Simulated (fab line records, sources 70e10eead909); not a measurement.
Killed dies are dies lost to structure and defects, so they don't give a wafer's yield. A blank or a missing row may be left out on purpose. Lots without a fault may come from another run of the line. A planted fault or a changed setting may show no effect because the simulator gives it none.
A struck lot beside a sound one | flow nand_harc | 19 steps out of a route of 1159
Sound: wafers L725.2, L725.3, L725.6. Struck: wafers L740.2, L740.5. (L740.4 of the same lot was not struck and is left out.) The cause comes at the end.
At each step with rows: each side's tool, then ch and its chambers, then its first start. Under that, the readings that differ: sound wafers | struck wafers | difference of the means | sigmas: that difference in standard deviations of wafers without a fault.
alike: readings whose means differ by less than 2 such deviations, and words and numbers that are the same on both sides. not compared: withheld readings, readings that some wafer has no value for, bounds like >300 that may hide the same value, and numbers for which the record gives no deviation and whose values overlap.
The two part at a step that has a row with sigmas, a row that says differs or no value, or rows on one side only. Numbers that don't overlap but have no deviation are shown without sigmas and don't part them. A reading that every wafer of one side lacks parts them only if that side has two wafers or more.

first, 7 steps without rows for these wafers: NHARC_THIN_TSV_HMDS_26 (time 30 s); NHARC_THIN_TSV_COAT_27; NHARC_THIN_TSV_SOFTBAKE_28 (time 95 s); NHARC_THIN_TSV_EBR_29; NHARC_THIN_TSV_EXPOSE_30 (exposes mask PAD); NHARC_THIN_TSV_PEB_31 (peb time 85 s); NHARC_THIN_TSV_DEVELOP_32 (time 70 s).
NHARC_THIN_TSV_CD_MEAS_33: target cd 5000 nm.
  sound on cd_sem-01 ch 0, day 19 10:57; struck on cd_sem-02 ch 0, day 23 19:21
  alike: cd_nm
then, 1 step without rows for these wafers: NHARC_THIN_TSV_HARDBAKE_34 (time 80 s).
NHARC_THIN_TSV_DESCUM_35: chemistry O2, time 3 s.
  sound on rie_diel-07 ch 1,3, day 19 11:07; struck on rie_diel-03 ch 0,3, day 23 19:32
  alike: drypump_motor_current_A, oes_product_au, rf_vpp_V, showerhead_plenum_p_Torr, throttle_valve_pct
  not compared: rf_hours_counter_h
NHARC_THIN_TSV_ETCH_59: etches the open film in Cl2/BCl3, target depth 880 nm, time 138.1 s.
  sound on rie_metal-01 ch 1, day 19 11:16; struck on rie_metal-02 ch 0,1, day 23 19:38
  alike: drypump_motor_current_A, mfc_cl2_sccm, oes_product_au, throttle_valve_pct
  not compared: rf_hours_counter_h
NHARC_THIN_TSV_ETCH_36: etches the open film in Cl2/BCl3, target depth 65 nm, time 18.571 s.
  sound on rie_metal-01 ch 0,1, day 19 11:30; struck on rie_metal-02 ch 0,1, day 23 19:54
  alike: drypump_motor_current_A, oes_product_au
  not compared: rf_hours_counter_h
NHARC_THIN_TSV_STRIP_56: strips in O2.
  sound on plasma_asher-01 ch 0,1, day 19 11:55; struck on plasma_asher-01 ch 1, day 23 20:00
  alike: drypump_motor_current_A, heater_power_w
  not compared: rf_hours_counter_h
then, 1 step without rows for these wafers: NHARC_THIN_TSV_STRIP_57 (strips in post etch residue remover, time 1200 s).
NHARC_THIN_TSV_CD_MEAS_37:
  sound on cd_sem-01, day 19 12:40; struck on cd_sem-03, day 23 20:49
  alike: cd_nm
then, 1 step without rows for these wafers: NHARC_THIN_TSV_ANNEAL_58 (time 1800 s).
NHARC_THIN_TSV_INSPECT_40:
  sound on defect_inspect-02, day 19 17:07; struck on defect_inspect-01, day 24 01:00
  reading          | sound       | struck    | difference | sigmas
  raw_defect_count | 467 745 541 | 1748 1902 | +1241      | +14
NHARC_END_WLT_00:
  sound on prober-02, day 20 00:20; struck on prober-01, day 24 01:33
  alike: VT_DECK1_BOTTOM, VT_DECK1_BOTTOM_INNER, VT_DECK1_MEDIAN_NEAR_BOTTOM, VT_DECK1_MEDIAN_NEAR_BOTTOM_INNER, VT_DECK1_MIDDLE, VT_DECK1_MIDDLE_INNER, VT_DECK1_TOP, VT_DECK1_TOP_INNER
NHARC_END_SORT_01:
  sound on prober-02 ch 0, day 20 03:41; struck on prober-01 ch 0, day 24 04:50
  reading                  | sound          | struck    | difference | sigmas
  defect_limited_yield (%) | 96.2 95.6 95.9 | 77.0 77.1 | -18.9      | -11
  killed_at_other          | 0 1 0          | 110 110   | +110       | +99 or more
  killed_dies              | 26 30 28       | 156 155   | +128       | +12
  killed_short             | 5 4 4          | 2 1       | -3         | -2
  sort_bin_2_pct (%)       | 0.9 1.0 0.9    | 9.5 7.7   | +7.7       | +11
  sort_bin_3_pct (%)       | 0 0.59 0.59    | 5.91 6.65 | +5.89      | +25
  sort_bin_4_pct (%)       | 3.0 2.8 2.7    | 7.7 8.6   | +5.3       | +5
  sort_n_pass              | 651 647 649    | 521 522   | -128       | -12
  sort_yield_pct (%)       | 96.2 95.6 95.9 | 77.0 77.1 | -18.9      | -11
  alike: killed_at_array, killed_at_periphery, killed_open, sort_rim_yield_pct

WHERE THEY PART
First at NHARC_THIN_TSV_INSPECT_40; last, within this record, at NHARC_END_SORT_01.

WHY: what the simulator had put in
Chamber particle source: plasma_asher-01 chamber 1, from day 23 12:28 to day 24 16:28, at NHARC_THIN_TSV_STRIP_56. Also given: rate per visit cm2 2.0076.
